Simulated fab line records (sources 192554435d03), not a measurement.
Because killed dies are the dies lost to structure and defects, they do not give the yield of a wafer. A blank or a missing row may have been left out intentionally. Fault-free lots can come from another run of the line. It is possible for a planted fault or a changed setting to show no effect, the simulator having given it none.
fab line records	flow n5Finfet	part 1 of 2: steps 1 to 4 of 6
record: lots: 23	wafers: 69	lastDay: 18
route steps=1938 shown BEOL_M5@1162 BEOL_M6@1214
lots untouched by any fault: they come from a run of this same line in which no faults occurred
startH: the number of hours between the record's first day and the start of the first shown wafer of the lot	waitH: how many hours have passed since the lot's step before this one	" as in the row above	L1.1+2: several wafers, shown together as one row	- no value, or no start given	* or withheld: withheld	< > ~ a bound
route shown NAME@n: names a module that has steps shown in the file, with the first one's number in the route	usual: average and standard deviation across the fault-free wafers	same: alike in all rows	chamber/n: place in a boat	sites: each site's reading	_std_site: standard deviation across them	_edge_site: mean of outer sites minus mean of inner sites	radiusMm: for every site, how far away it sits from the centre of the wafer	mask NAME#n: copy n	behind: tool/chamber where the wafer was last shaped	hold: cause of the lot's hold/its duration in hours/its outcome	device: the n, p or np transistor that did not switch	end of line: the tests these same wafers got at the end of their route	a step with no rows: only its recipe	killed: dies lost to structure and defects at the first sort, not the wafer's yield	map: dies across one wafer; x = killed, . = not, _ = none there
set.NAME: the setting the step ran with; set.NAME@STEP: the setting that earlier step ran with	model.NAME: the simulator's own value behind a step, which no gauge read
steps of the route over a sample of lots; a table a step, a row a wafer
services: a tool's chamber out of use, with start hour (startH, from the record's first day; less than 0 if before it), hours out, and reason
== steps ==
step: N5_BEOL_M5_STRIP_91
recipe: chemistry: N2/H2	timeS: 10	powerW: 450	tempC: 40	pressureMtorr: 20	rfFrequencyHz: 6e+07	biasPowerW: 7	n2FlowSccm: 200	h2FlowSccm: 200
usual: drypumpMotorCurrentA: 5.5/0.41	n2FlowSccm: 200.1/0.58	oesProductAu: 0.83/0.072	rfVppV: 59.3/0.88	showerheadPlenumPTorr: 2.59/0.092	throttleValvePct: 23.65/0.27
lot.wafer	tool	chamber	startH	waitH	drypumpMotorCurrentA	n2FlowSccm	oesProductAu	rfHoursCounterH	rfVppV	showerheadPlenumPTorr	throttleValvePct
L074.1	rieDiel-01	3	-	-	5.4	199.1	0.88	43	58.5	2.59	23.52
L074.2	"	0	"	"	5.1	199.8	0.87	43	60.2	2.70	23.94
L074.6	"	1	"	"	6.0	201.2	0.88	-	59.4	2.70	23.08
L075.1	rieDiel-04	1	-	-	5.7	200.3	0.83	68	58.2	2.47	23.45
L075.4	"	3	"	"	6.5	200.6	0.70	213	59.7	2.41	23.64
L075.5	"	0	"	"	5.8	200.5	0.68	-	58.2	2.61	23.73
L076.1	rieDiel-01	1	-	-	6.0	199.3	0.87	31	58.7	2.69	23.09
L076.2	"	3	"	"	5.4	199.1	0.87	45	59.1	2.58	23.51
L076.4	"	0	"	"	5.1	199.8	0.88	46	60.9	2.69	23.94
L078.3	rieDiel-01	0	-	-	5.1	199.9	0.87	46	60.8	2.69	23.94
L078.5	"	0	"	"	5.1	200.0	0.88	-	59.9	2.69	23.96
L078.6	"	3	"	"	5.4	200.3	0.88	-	59.9	2.58	23.52
L077.2	rieDiel-01	0	-	-	5.1	199.8	0.88	47	60.3	2.69	23.94
L077.5	"	0	"	"	5.1	199.8	0.87	-	59.0	2.69	23.94
L077.6	"	1	"	"	6.0	200.0	0.88	-	59.2	2.69	23.08
L079.2	rieDiel-04	0	-	-	5.8	199.0	0.67	250	60.3	2.60	23.73
L079.4	"	0	"	"	5.8	199.7	0.67	-	59.9	2.60	23.73
L079.5	"	2	"	"	5.8	201.1	0.68	-	58.3	2.60	23.73
L080.3	rieDiel-03	1	-	-	5.9	201.1	0.85	51	58.8	2.57	23.55
L080.5	"	0	"	"	5.2	199.5	0.68	-	58.0	2.40	23.76
L080.6	"	3	"	"	4.7	200.6	0.85	-	59.1	2.47	23.80
L081.1	rieDiel-04	1	-	-	5.7	199.3	0.81	88	59.7	2.46	23.47
L081.3	"	2	"	"	5.8	200.7	0.67	245	57.9	2.60	23.74
L081.5	"	1	"	"	5.7	199.5	0.81	-	58.1	2.46	23.48
L084.2	rieDiel-01	0	-	-	5.0	200.0	0.85	63	59.0	2.69	23.97
L084.3	"	1	"	"	5.9	199.2	0.84	48	59.0	2.69	23.10
L084.6	"	0	"	"	5.1	199.9	0.85	-	61.3	2.69	23.96
L082.1	rieDiel-03	3	-	-	4.8	200.2	0.83	69	57.8	2.47	23.82
L082.4	"	3	"	"	4.8	200.0	0.83	-	59.2	2.47	23.80
L082.5	"	1	"	"	5.9	199.1	0.85	-	58.0	2.57	23.56
L083.2	rieDiel-01	3	-	-	5.4	199.8	0.85	63	60.1	2.58	23.53
L083.5	"	2	"	"	5.5	200.5	0.98	-	57.4	2.50	23.55
L083.6	"	1	"	"	6.0	199.9	0.85	-	59.2	2.69	23.12
L085.1	rieDiel-01	3	-	-	5.4	199.7	0.85	65	60.3	2.58	23.55
L085.5	"	1	"	"	6.0	200.5	0.83	-	60.0	2.69	23.12
L085.6	"	0	"	"	5.1	200.8	0.84	-	58.4	2.68	23.98
L087.1	rieDiel-03	3	-	-	4.7	199.1	0.82	73	58.7	2.47	23.83
L087.3	"	2	"	"	5.4	199.6	0.80	103	60.0	2.66	23.97
L087.5	"	3	"	"	4.7	200.5	0.82	-	59.4	2.47	23.81
L086.1	rieDiel-01	3	-	-	5.4	200.5	0.86	66	59.3	2.58	23.54
L086.2	"	2	"	"	5.6	199.4	0.94	6	58.3	2.50	23.57
L086.3	"	1	"	"	6.0	201.0	0.83	52	58.9	2.68	23.10
L089.1	rieDiel-01	1	-	-	6.0	199.4	0.83	63	60.2	2.68	23.10
L089.2	"	2	"	"	5.6	200.6	0.93	16	59.7	2.50	23.58
L089.5	"	0	"	"	5.1	200.6	0.84	-	57.8	2.68	23.96
L088.2	rieDiel-03	2	-	-	5.4	201.0	0.80	113	59.9	2.66	23.99
L088.3	"	1	"	"	5.9	200.0	0.83	71	57.9	2.56	23.57
L088.5	"	2	"	"	5.4	200.5	0.80	-	60.0	2.66	23.99
L090.3	rieDiel-03	0	-	-	5.3	200.5	0.92	10	59.7	2.71	23.45
L090.5	"	3	"	"	4.8	200.1	0.82	-	59.3	2.46	23.83
L090.6	"	2	"	"	5.4	200.1	0.79	-	59.5	2.66	24.00
L091.2	rieDiel-01	1	-	-	6.0	199.1	0.82	65	59.5	2.68	23.13
L091.4	"	2	"	"	5.5	199.9	0.92	19	58.5	2.49	23.58
L091.5	"	3	"	"	5.4	200.6	0.83	-	57.8	2.57	23.56
L092.2	rieDiel-03	3	-	-	4.7	200.5	0.81	87	58.7	2.46	23.83
L092.3	"	1	"	"	5.9	200.0	0.82	74	58.2	2.56	23.58
L092.5	"	0	"	"	5.2	200.5	0.91	-	60.5	2.71	23.45
L093.1	rieDiel-01	2	-	-	5.5	199.7	0.91	22	60.7	2.49	23.58
L093.3	"	1	"	"	6.0	199.6	0.82	70	57.9	2.68	23.14
L093.6	"	3	"	"	5.4	199.4	0.83	-	58.2	2.57	23.58
L095.3	rieDiel-04	0	-	-	5.8	199.6	0.93	12	58.2	2.59	23.44
L095.4	"	2	"	"	5.8	199.9	0.96	3	59.7	2.59	23.39
L095.5	"	2	"	"	5.8	199.2	0.96	-	58.5	2.59	23.37
L097.1	rieDiel-01	2	-	-	5.5	200.2	0.90	32	59.1	2.49	23.61
L097.2	"	0	"	"	5.1	200.1	0.83	90	60.6	2.67	24.02
L097.3	"	3	"	"	5.4	199.8	0.83	90	59.5	2.56	23.58
L096.3	rieDiel-03	2	-	-	5.4	199.1	0.79	126	59.2	2.65	24.00
L096.4	"	1	"	"	5.9	199.9	0.81	85	57.5	2.56	23.59
L096.5	"	3	"	"	4.8	199.8	0.81	-	58.9	2.46	23.85
step: N5_BEOL_M6_STRIP_67
recipe: chemistry: CF4	resist: SiARC	powerW: 300	biasPowerW: 75	pressureMtorr: 50	cf4FlowSccm: 150	rfFrequencyHz: 6e+07
usual: drypumpMotorCurrentA: 5.8/0.39	oesProductAu: 0.80/0.089	rfVppV: 270.4/1.3	showerheadPlenumPTorr: 1.76/0.042	throttleValvePct: 13.61/0.29
lot.wafer	tool	chamber	startH	waitH	drypumpMotorCurrentA	oesProductAu	rfHoursCounterH	rfVppV	showerheadPlenumPTorr	throttleValvePct
L074.1	rieDiel-06	2	185.72	0.0	5.9	0.93	15	268.6	1.76	13.13
L074.2	"	1	"	"	5.9	0.74	172	269.8	1.79	13.79
L074.6	"	2	"	"	5.9	0.94	-	269.2	1.76	13.12
L075.1	rieDiel-05	2	186.79	0.0	6.2	0.94	5	271.3	1.83	13.45
L075.4	"	0	"	"	5.6	0.84	-	269.8	1.75	13.40
L075.5	"	1	"	"	5.1	0.92	-	270.3	1.75	13.25
L076.1	rieDiel-02	0	191.49	0.0	5.9	0.71	218	267.4	1.70	13.80
L076.2	"	2	"	"	6.2	0.74	187	273.5	1.85	14.02
L076.4	"	0	"	"	5.9	0.71	-	268.3	1.70	13.78
L078.3	rieDiel-05	3	195.55	0.0	5.7	0.71	224	269.4	1.78	13.77
L078.5	"	1	"	"	5.1	0.92	-	270.3	1.75	13.26
L078.6	"	2	"	"	6.2	0.93	-	272.6	1.83	13.44
L077.2	rieDiel-06	2	198.99	0.0	5.9	0.93	20	272.7	1.76	13.10
L077.5	"	0	"	"	5.8	0.91	-	271.5	1.77	13.45
L077.6	"	1	"	"	6.0	0.74	-	271.9	1.79	13.82
L079.2	rieDiel-05	3	209.76	0.0	5.7	0.70	229	269.5	1.77	13.76
L079.4	"	0	"	"	5.7	0.83	71	268.8	1.75	13.43
L079.5	"	2	"	"	6.3	0.91	-	272.9	1.83	13.47
L080.3	rieDiel-05	2	220.53	0.0	6.2	0.90	19	271.7	1.83	13.47
L080.5	"	0	"	"	5.6	0.83	-	270.4	1.74	13.43
L080.6	"	1	"	"	5.1	0.91	-	270.9	1.75	13.27
L081.1	rieDiel-06	2	236.38	0.0	5.9	0.90	32	270.1	1.76	13.15
L081.3	"	0	"	"	5.8	0.89	42	271.6	1.76	13.48
L081.5	"	2	"	"	5.9	0.91	-	271.6	1.76	13.14
L084.2	rieDiel-05	1	237.65	0.0	5.1	0.90	41	268.6	1.75	13.29
L084.3	"	2	"	"	6.2	0.88	25	270.3	1.83	13.49
L084.6	"	3	"	"	5.7	0.70	-	269.0	1.77	13.81
L082.1	rieDiel-02	1	242.98	0.0	5.0	0.71	206	269.5	1.72	13.69
L082.4	"	0	"	"	5.9	0.70	238	269.3	1.70	13.82
L082.5	"	1	"	"	5.0	0.72	-	271.3	1.72	13.68
L083.2	rieDiel-05	2	243.20	0.0	6.2	0.89	28	271.2	1.83	13.51
L083.5	"	0	"	"	5.6	0.82	-	270.2	1.74	13.45
L083.6	"	1	"	"	5.1	0.89	-	269.6	1.75	13.30
L085.1	rieDiel-02	1	246.81	0.0	5.0	0.72	207	270.3	1.72	13.70
L085.5	"	2	"	"	6.2	0.73	-	273.3	1.85	14.08
L085.6	"	3	"	"	6.1	0.69	-	268.2	1.71	14.19
L087.1	rieDiel-05	2	246.84	0.0	6.2	0.87	29	272.7	1.83	13.50
L087.3	"	3	"	"	5.7	0.70	243	270.9	1.77	13.80
L087.5	"	3	"	"	5.7	0.69	-	270.4	1.77	13.79
L086.1	rieDiel-05	1	251.91	0.0	5.1	0.89	48	270.5	1.74	13.31
L086.2	"	2	"	"	6.2	0.88	32	271.3	1.83	13.52
L086.3	"	3	"	"	5.7	0.69	246	269.3	1.77	13.79
L089.1	rieDiel-05	1	276.58	0.0	5.1	0.87	60	270.9	1.74	13.32
L089.2	"	2	"	"	6.2	0.86	44	271.5	1.82	13.55
L089.5	"	0	"	"	5.7	0.82	-	270.0	1.74	13.47
L088.2	rieDiel-02	2	276.82	0.0	6.1	0.73	219	271.3	1.84	14.09
L088.3	"	3	"	"	6.1	0.68	231	269.6	1.71	14.21
L088.5	"	0	"	"	5.9	0.69	-	270.8	1.69	13.87
L090.3	rieDiel-02	3	282.18	0.0	6.1	0.69	232	268.9	1.71	14.22
L090.5	"	3	"	"	6.1	0.69	-	269.4	1.71	14.23
L090.6	"	2	"	"	6.1	0.73	-	270.8	1.84	14.10
L091.2	rieDiel-05	1	285.63	0.0	5.1	0.86	64	270.1	1.74	13.34
L091.4	"	3	"	"	5.7	1.00	0	270.4	1.77	13.27
L091.5	"	3	"	"	5.7	0.99	-	270.9	1.77	13.26
L092.2	rieDiel-02	0	285.86	0.0	5.9	0.69	252	269.3	1.69	13.86
L092.3	"	3	"	"	6.1	0.69	234	269.6	1.71	14.20
L092.5	"	1	"	"	5.0	0.70	-	270.3	1.71	13.72
L093.1	rieDiel-05	0	296.54	0.0	5.6	0.80	100	269.9	1.74	13.49
L093.3	"	3	"	"	5.7	0.95	4	271.4	1.77	13.27
L093.6	"	1	"	"	5.1	0.86	-	269.9	1.74	13.35
L095.3	rieDiel-06	1	302.32	0.0	6.0	0.71	209	271.7	1.78	13.89
L095.4	"	3	"	"	6.2	0.74	206	269.9	1.71	13.77
L095.5	"	1	"	"	6.0	0.71	-	269.6	1.78	13.90
L097.1	rieDiel-06	0	318.99	0.0	5.8	0.85	68	271.3	1.75	13.53
L097.2	"	2	"	"	5.9	0.87	62	270.1	1.75	13.21
L097.3	"	3	"	"	6.2	0.72	211	270.4	1.71	13.78
L096.3	rieDiel-05	3	334.57	0.0	5.7	0.92	19	270.6	1.76	13.30
L096.4	"	1	"	"	5.1	0.85	81	268.9	1.73	13.37
L096.5	"	0	"	"	5.6	0.79	-	270.1	1.73	13.51
step: N5_BEOL_M6_CD_MEAS_18
recipe: pitchNm: 80	targetCdNm: 40
usual: cdNm: 40.0/0.44
lot.wafer	tool	chamber	startH	waitH	cdNm
L074.1	cdSem-03	-	185.94	0.0	40.5
L074.2	"	-	"	"	40.0
L074.6	"	-	"	"	40.2
L075.1	cdSem-01	-	187.01	0.0	39.7
L075.4	"	-	"	"	39.5
L075.5	"	-	"	"	40.2
L076.1	cdSem-03	-	191.74	0.0	39.7
L076.2	"	-	"	"	39.6
L076.4	"	-	"	"	40.0
L078.3	cdSem-02	-	195.78	0.1	40.4
L078.5	"	-	"	"	40.0
L078.6	"	-	"	"	40.6
L077.2	cdSem-03	-	199.45	0.1	39.9
L077.5	"	-	"	"	39.8
L077.6	"	-	"	"	40.0
L079.2	cdSem-01	-	209.99	0.1	40.2
L079.4	"	-	"	"	40.5
L079.5	"	-	"	"	39.7
L080.3	cdSem-02	-	220.75	0.1	39.5
L080.5	"	-	"	"	39.4
L080.6	"	-	"	"	40.3
L081.1	cdSem-01	-	236.85	0.1	40.0
L081.3	"	-	"	"	39.8
L081.5	"	-	"	"	40.0
L084.2	cdSem-02	-	237.87	0.1	39.8
L084.3	"	-	"	"	39.9
L084.6	"	-	"	"	40.6
L082.1	cdSem-03	-	243.26	0.0	40.5
L082.4	"	-	"	"	40.2
L082.5	"	-	"	"	40.3
L083.2	cdSem-03	-	243.42	0.1	39.8
L083.5	"	-	"	"	40.0
L083.6	"	-	"	"	39.8
L085.1	cdSem-02	-	247.23	0.1	39.9
L085.5	"	-	"	"	39.8
L085.6	"	-	"	"	39.8
L087.1	cdSem-01	-	247.24	0.1	39.9
L087.3	"	-	"	"	39.4
L087.5	"	-	"	"	40.0
L086.1	cdSem-01	-	252.28	0.0	40.9
L086.2	"	-	"	"	40.1
L086.3	"	-	"	"	39.4
L089.1	cdSem-03	-	276.91	0.0	39.8
L089.2	"	-	"	"	40.0
L089.5	"	-	"	"	39.8
L088.2	cdSem-02	-	277.04	0.1	40.5
L088.3	"	-	"	"	40.0
L088.5	"	-	"	"	40.5
L090.3	cdSem-03	-	282.40	0.1	39.5
L090.5	"	-	"	"	39.3
L090.6	"	-	"	"	39.0
L091.2	cdSem-01	-	285.94	0.1	40.0
L091.4	"	-	"	"	40.0
L091.5	"	-	"	"	39.4
L092.2	cdSem-01	-	286.09	0.1	40.5
L092.3	"	-	"	"	40.5
L092.5	"	-	"	"	40.4
L093.1	cdSem-02	-	296.77	0.0	40.6
L093.3	"	-	"	"	41.2
L093.6	"	-	"	"	40.8
L095.3	cdSem-01	-	302.63	0.1	39.3
L095.4	"	-	"	"	39.7
L095.5	"	-	"	"	39.5
L097.1	cdSem-02	-	319.22	0.0	40.3
L097.2	"	-	"	"	40.2
L097.3	"	-	"	"	39.9
L096.3	cdSem-01	-	334.86	0.1	40.4
L096.4	"	-	"	"	40.1
L096.5	"	-	"	"	39.3
step: N5_BEOL_M6_ETCH_41
recipe: chemistry: CH3F/O2	target: SiCN	targetDepthA: 297	taperDeg: 2	timeS: 52	ionEnergyEv: 120	maskMaterial: TiN	pressureMtorr: 30	sourceW: 395	biasW: 75	Ar_flow_sccm: 150	CH3F_flow_sccm: 30	O2_flow_sccm: 20
usual: drypumpMotorCurrentA: 5.8/0.38	oesProductAu: 0.79/0.086	rfVppV: 296.5/1.4	showerheadPlenumPTorr: 1.96/0.048	throttleValvePct: 16.35/0.27
lot.wafer	tool	chamber	startH	waitH	drypumpMotorCurrentA	oesProductAu	rfHoursCounterH	rfVppV	showerheadPlenumPTorr	throttleValvePct
L074.1	rieDiel-02	2	-	-	6.1	0.74	185	298.7	2.07	16.76
L074.2	"	3	"	"	6.1	0.71	199	294.4	1.90	16.86
L074.6	"	1	"	"	5.0	0.73	-	293.9	1.91	16.36
L075.1	rieDiel-06	3	-	-	6.2	0.75	165	294.4	1.92	16.44
L075.4	"	0	"	"	5.8	0.91	25	296.1	1.95	16.17
L075.5	"	1	"	"	6.0	0.73	-	296.7	1.99	16.49
L076.1	rieDiel-05	0	-	-	5.7	0.84	66	297.0	1.94	16.15
L076.2	"	1	"	"	5.1	0.93	26	295.5	1.96	16.08
L076.4	"	3	"	"	5.8	0.71	224	297.3	1.98	16.45
L078.3	rieDiel-02	3	-	-	6.1	0.71	203	294.9	1.90	16.85
L078.5	"	3	"	"	6.1	0.71	-	295.3	1.90	16.86
L078.6	"	0	"	"	5.9	0.70	-	295.1	1.89	16.51
L077.2	rieDiel-06	2	-	-	5.9	0.94	20	294.5	1.96	15.86
L077.5	"	2	"	"	5.9	0.94	-	297.5	1.96	15.86
L077.6	"	3	"	"	6.2	0.75	-	297.4	1.92	16.44
L079.2	rieDiel-05	0	-	-	5.7	0.84	72	297.3	1.94	16.15
L079.4	"	2	"	"	6.2	0.91	15	296.4	2.05	16.27
L079.5	"	1	"	"	5.1	0.91	-	296.8	1.96	16.08
L080.3	rieDiel-06	1	-	-	6.0	0.72	185	297.9	1.98	16.51
L080.5	"	3	"	"	6.1	0.73	-	295.7	1.92	16.45
L080.6	"	2	"	"	5.9	0.91	-	296.8	1.96	15.87
L081.1	rieDiel-06	0	-	-	5.8	0.90	43	295.9	1.95	16.20
L081.3	"	1	"	"	6.0	0.73	191	297.1	1.98	16.53
L081.5	"	0	"	"	5.8	0.89	-	295.7	1.95	16.19
L084.2	rieDiel-05	2	-	-	6.2	0.88	27	299.1	2.04	16.31
L084.3	"	3	"	"	5.7	0.70	241	296.5	1.97	16.46
L084.6	"	2	"	"	6.2	0.89	-	298.4	2.04	16.30
L083.2	rieDiel-05	3	-	-	5.7	0.70	242	295.8	1.97	16.47
L083.5	"	1	"	"	5.1	0.89	-	296.0	1.95	16.10
L083.6	"	0	"	"	5.6	0.82	-	296.9	1.93	16.18
L082.1	rieDiel-05	0	-	-	5.7	0.82	84	295.0	1.93	16.18
L082.4	"	3	"	"	5.7	0.70	242	296.0	1.97	16.48
L082.5	"	3	"	"	5.7	0.70	-	295.6	1.97	16.47
L085.1	rieDiel-05	2	-	-	6.2	0.88	29	298.0	2.04	16.32
L085.5	"	1	"	"	5.1	0.88	-	296.0	1.95	16.12
L085.6	"	2	"	"	6.2	0.87	-	297.9	2.04	16.30
L087.1	rieDiel-06	1	-	-	6.0	0.72	193	296.7	1.98	16.55
L087.3	"	2	"	"	5.9	0.90	36	296.2	1.96	15.91
L087.5	"	3	"	"	6.2	0.74	-	296.4	1.92	16.47
L086.1	rieDiel-05	1	-	-	5.1	0.89	49	296.9	1.95	16.10
L086.2	"	3	"	"	5.7	0.69	246	296.5	1.97	16.49
L086.3	"	2	"	"	6.2	0.88	32	300.0	2.04	16.33
L089.1	rieDiel-02	1	-	-	5.0	0.70	220	292.7	1.90	16.43
L089.2	"	0	"	"	5.9	0.68	250	295.7	1.88	16.57
L089.5	"	2	"	"	6.2	0.72	-	297.4	2.06	16.79
L088.2	rieDiel-05	1	-	-	5.1	0.86	62	296.2	1.95	16.13
L088.3	"	0	"	"	5.6	0.80	94	296.4	1.93	16.20
L088.5	"	2	"	"	6.3	0.85	-	298.5	2.04	16.35
L090.3	rieDiel-06	0	-	-	5.8	0.87	56	297.2	1.94	16.24
L090.5	"	1	"	"	6.0	0.71	-	295.1	1.98	16.55
L090.6	"	2	"	"	5.9	0.89	-	296.2	1.95	15.93
L091.2	rieDiel-02	2	-	-	6.1	0.73	221	298.9	2.06	16.82
L091.4	"	3	"	"	6.1	0.69	-	295.0	1.89	16.92
L091.5	"	1	"	"	5.0	0.70	-	295.6	1.90	16.44
L092.2	rieDiel-02	3	-	-	6.1	0.68	234	295.7	1.89	16.92
L092.3	"	2	"	"	6.1	0.71	221	298.1	2.06	16.81
L092.5	"	1	"	"	5.0	0.69	-	294.2	1.90	16.43
L093.1	rieDiel-06	1	-	-	6.0	0.71	208	296.8	1.98	16.56
L093.3	"	3	"	"	6.1	0.72	205	295.6	1.91	16.51
L093.6	"	3	"	"	6.1	0.72	-	295.8	1.91	16.51
L095.3	rieDiel-05	0	-	-	5.6	0.80	103	295.8	1.93	16.20
L095.4	"	3	"	"	5.7	0.97	8	297.5	1.97	16.04
L095.5	"	0	"	"	5.6	0.80	-	296.1	1.93	16.20
L097.1	rieDiel-06	1	-	-	6.0	0.71	216	296.8	1.97	16.58
L097.2	"	0	"	"	5.8	0.86	69	296.1	1.94	16.25
L097.3	"	2	"	"	5.9	0.86	63	296.1	1.95	15.94
L096.3	rieDiel-06	0	-	-	5.8	0.85	75	295.3	1.94	16.26
L096.4	"	1	"	"	5.9	0.69	222	296.7	1.97	16.59
L096.5	"	3	"	"	6.2	0.71	-	295.6	1.91	16.55
